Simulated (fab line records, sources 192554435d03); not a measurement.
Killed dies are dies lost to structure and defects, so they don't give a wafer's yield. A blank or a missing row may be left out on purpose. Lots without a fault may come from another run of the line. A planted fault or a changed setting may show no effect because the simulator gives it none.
A struck lot beside a sound one | flow n5_finfet | 14 steps out of a route of 1938
Sound: wafers L296.3, L296.4, L296.6. Struck: wafers L306.1, L306.2, L306.3. The cause comes at the end.
At each step with rows: each side's tool, then ch and its chambers, then its first start. Under that, the readings that differ: sound wafers | struck wafers | difference of the means | sigmas: that difference in standard deviations of wafers without a fault.
alike: readings whose means differ by less than 2 such deviations, and words and numbers that are the same on both sides. not compared: withheld readings, readings that some wafer has no value for, bounds like >300 that may hide the same value, and numbers for which the record gives no deviation and whose values overlap.
The two part at a step that has a row with sigmas, a row that says differs or no value, or rows on one side only. Numbers that don't overlap but have no deviation are shown without sigmas and don't part them. A reading that every wafer of one side lacks parts them only if that side has two wafers or more.

first, 2 steps without rows for these wafers: N5_HKMG_FIN_WET_ETCH_81 (etches TiN in SC1, stops on HfO2, time 57 s, target depth 6 nm); N5_HKMG_FIN_WET_ETCH_82 (etches La2O3 in dHCl, stops on HfO2, target depth 2 nm, rinse time 30 s).
N5_HKMG_FIN_ALD_36: deposits TiN, target thk 1 nm, pulse time 1 s, purge time 3 s.
  sound on ald_metal-03 ch 1,2,3, day 4 21:22; struck on ald_metal-02 ch 1,2,3, day 7 10:53
  alike: heater_power_w, precursor_pulse_height_rel
N5_HKMG_FIN_THK_MEAS_70: measures by xrf.
  sound on film_metro-02, day 4 21:38; struck on film_metro-01, day 7 11:10
  alike: HK_THK
N5_HKMG_FIN_PWFM_ALD_03: deposits TiN, target thk 2 nm, pulse time 1 s, purge time 3 s.
  sound on ald_metal-04 ch 0,3, day 4 21:40; struck on ald_metal-04 ch 0,2,3, day 7 11:13
  alike: heater_power_w, precursor_pulse_height_rel
then, 7 steps without rows for these wafers: N5_HKMG_FIN_COAT_29 (time 60 s, resist thk 300 nm); N5_HKMG_FIN_COAT_30 (time 60 s, resist thk 35 nm); N5_HKMG_FIN_COAT_06 (resist thk 90 nm); N5_HKMG_FIN_EBR_08; N5_HKMG_FIN_SOFTBAKE_07 (time 60 s); N5_HKMG_FIN_EXPOSE_09 (exposes mask NWFM); N5_HKMG_FIN_PEB_10 (peb time 60 s).
N5_HKMG_FIN_DEVELOP_11: develop time 30 s.
  sound on litho_track-01 ch 0, day 4 22:27; struck on litho_track-04, day 7 11:52
  no value came back on the struck wafers for chill_plate_temp_C (C), develop_time_s (s), resist_line_temp_C (C); on the sound wafers chill_plate_temp_C (C) reads 23.03 23.10 23.08
  reading                                       | sound          | struck     | difference | sigmas
  model.CAR-ArF_of_HKMG_FIN_COAT_06.thk_nm (nm) | 88.4 88.4 88.4 | 90 90 89.8 | +2         |
N5_HKMG_FIN_CD_MEAS_12: target cd 92.8 nm.
  sound on cd_sem-03 ch 0, day 4 22:31; struck on cd_sem-03 ch 0, day 7 11:55
  reading    | sound          | struck | difference                    | sigmas
  cd_nm (nm) | 93.1 92.4 93.1 | - - -  | no value on the struck wafers |

WHERE THEY PART
First at N5_HKMG_FIN_DEVELOP_11; last, within this record, at N5_HKMG_FIN_CD_MEAS_12.

WHY: what the simulator had put in
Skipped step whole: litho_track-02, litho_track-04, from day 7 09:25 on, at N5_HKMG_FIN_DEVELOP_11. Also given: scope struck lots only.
